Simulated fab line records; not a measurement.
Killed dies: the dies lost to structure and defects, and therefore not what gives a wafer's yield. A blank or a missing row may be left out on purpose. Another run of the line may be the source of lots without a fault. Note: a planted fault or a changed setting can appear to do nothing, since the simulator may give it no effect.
Chamber matching ; flow n5-finfet ; N5_BEOL_M11_STRIP_36 on rie-diel-03: 4 sister chambers
The step strips in N2/H2. 4 wafers are shown with their chamber, then 7 later ones without.

== WAFERS PAIRED WITH THEIR CHAMBERS ==
wafer;chamber;drypump-motor-current-A (A)
L088.4;2;4.9
L088.5;0;6.7
L091.3;1;6.1
L091.4;3;6.0

== WAFERS WITH NO CHAMBER GIVEN ==
wafer;drypump-motor-current-A (A)
L091.5;4.9
L094.1;5.9
L094.4;4.9
L094.5;6.8
L097.1;4.9
L097.2;6.0
L097.5;4.9

== CHAMBER TAKEN BY EACH ==
wafer;from the rows above;in truth
L091.5;2;2
L094.1;can't be placed: 3 or 1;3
L094.4;2;2
L094.5;0;0
L097.1;2;2
L097.2;can't be placed: 3 or 1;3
L097.5;2;2
5 of 7 placed correctly. Not placeable from these rows: 2 (in 2, the candidates include the true chamber). Placed wrongly: 0.
How it was worked out, from the rows above alone: a wafer's distance from a chamber is the root of the sum, over the readings, of the square of ((its reading less the chamber's mean) divided by the reading's scatter). If the next closest chamber is less than 2 further off than the closest, the wafer can't be placed; otherwise it belongs to the closest. A chamber's mean is the mean of its shown wafers. The scatter (one wafer shown for each chamber): square how far every hidden wafer sits from the nearest shown wafer, average those squares and take the square root.
